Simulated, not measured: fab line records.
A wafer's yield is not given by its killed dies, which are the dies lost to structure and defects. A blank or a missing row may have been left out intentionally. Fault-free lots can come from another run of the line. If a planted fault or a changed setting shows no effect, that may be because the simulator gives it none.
Struck lot and sound lot, side by side | flow n5Finfet | 36 steps out of a route of 1938
Sound: the wafers L894.2, L894.3, L894.5. Wafers struck: L909.4, L909.5, L909.6. The cause is given at the end.
At each step with rows: each side's tool, then ch and its chambers, then its first start. Under that, the readings that differ: sound wafers | struck wafers | difference of the means | sigmas: that difference in standard deviations of wafers without a fault.
alike: readings with means less than 2 such deviations apart, plus words and numbers identical on both sides. not compared: withheld readings, readings lacking a value on some wafer, bounds such as >300 that could conceal the same value, and numbers that have no deviation in the record and whose values overlap.
The two part at a step that has a row with sigmas, a row that says differs or no value, or rows on one side only. Non-overlapping numbers with no deviation appear without sigmas and do not part them. A reading that every wafer of one side lacks parts them only if that side has two wafers or more.

first, 9 steps without rows for these wafers: N5_STI_FIN_REVEAL_OXIDATION_31 (chemistry O2 PLASMA REMOTE, time 20 s); N5_STI_FIN_REVEAL_PRECLEAN_32 (cleans in NF3:NH3, afs cycles 1, time 20 s, sublimation time 60 s); N5_STI_FIN_REVEAL_STRIP_35 (strips Si3N4 in H3PO4, target depth 4 nm, time 39 s); N5_STI_FIN_REVEAL_SRD_21 (time 30 s); N5_STI_FIN_REVEAL_OXIDATION_33 (chemistry O2 PLASMA REMOTE, time 20 s); N5_STI_FIN_REVEAL_CLEAN_19 (cleans in O3/DIW, time 120 s); N5_STI_FIN_REVEAL_SRD_23 (time 30 s); N5_STI_FIN_REVEAL_PRECLEAN_18 (cleans in SC2, time 45 s); N5_STI_FIN_REVEAL_SRD_28 (time 30 s).
N5_DUMMY_GATE_PRECLEAN_00: cleans in O3/DIW, time 60 s.
  sound on wetBench-03 ch 5,6,7, day 2 21:22; struck on wetBench-03 ch 1,3,7, day 6 13:32
then, 25 steps without rows for these wafers: N5_DUMMY_GATE_SRD_01 (time 30 s); N5_DUMMY_GATE_ALD_02 (deposits SiO2, target thk 2 nm, pulse time 1 s); N5_DUMMY_GATE_CVD_03 (deposits a-Si from SiH4, target thk 150 nm, time 8042 s); N5_DUMMY_GATE_PRECLEAN_46 (cleans in DIW, time 89.5 s); N5_DUMMY_GATE_SRD_47 (dry time 32 s); N5_DUMMY_GATE_CMP_04 (polishes a-Si); N5_DUMMY_GATE_HM_DEP_06 (deposits SiNx from DCS/NH3, target thk 80 nm, time 5141 s); N5_DUMMY_GATE_PECVD_30 (deposits SiO2 from TEOS/O2, target thk 55 nm, time 10.8 s); N5_DUMMY_GATE_COAT_34 (time 60 s, resist thk 60 nm); N5_DUMMY_GATE_COAT_35 (time 60 s, resist thk 10 nm); N5_DUMMY_GATE_COAT_28 (time 60 s, resist thk 10 nm); N5_DUMMY_GATE_COAT_09 (resist thk 30 nm); N5_DUMMY_GATE_EBR_11; N5_DUMMY_GATE_SOFTBAKE_10 (time 60 s); N5_DUMMY_GATE_EXPOSE_12 (exposes mask GATE, target cd 25 nm); N5_DUMMY_GATE_PEB_13 (peb time 60 s); N5_DUMMY_GATE_DEVELOP_14 (develop time 30 s); N5_DUMMY_GATE_DESCUM_20 (chemistry O2, time 6.2 s); N5_DUMMY_GATE_ETCH_29 (etches underlayer in N2/H2, target depth 13 nm); N5_DUMMY_GATE_ETCH_36 (etches SiARC in CF4, target depth 13 nm); N5_DUMMY_GATE_ETCH_37 (etches SOC in N2/H2, target depth 60 nm, overetch 30 nm); N5_DUMMY_GATE_STRIP_38 (strips in N2/H2); N5_DUMMY_GATE_STRIP_39 (strips in N2/H2); N5_DUMMY_GATE_TRIM_49 (chemistry O2, time 29 s, target cd 14 nm); N5_DUMMY_GATE_STRIP_40 (strips in CF4).
-- the record jumps here: 10 days lie between the struck wafers' starts before and after (it left off in module DUMMY_GATE and takes up again in module PASSIVATION, whose first step shown is number 1936 of the route) --
N5_PASSIVATION_PROBE_49:
  sound on prober-02, day 13 06:23; struck on prober-01, day 16 19:58
reading          | sound    | struck      | difference | sigmas
killedAtFrontEnd | 37 28 31 | 94 146 122  | +89        | +7
killedDies       | 94 86 88 | 149 218 202 | +100       | +6
killedOnRim      | 10 9 11  | 26 27 33    | +19        | +5
  alike: killed_at_M0_to_M3, killed_at_M4_up, killedAtContacts, killedAtOther, killedOpen, killedShort

== WHERE THEY PART ==
N5_PASSIVATION_PROBE_49 only, going by this record.

WHY: what the simulator had put in
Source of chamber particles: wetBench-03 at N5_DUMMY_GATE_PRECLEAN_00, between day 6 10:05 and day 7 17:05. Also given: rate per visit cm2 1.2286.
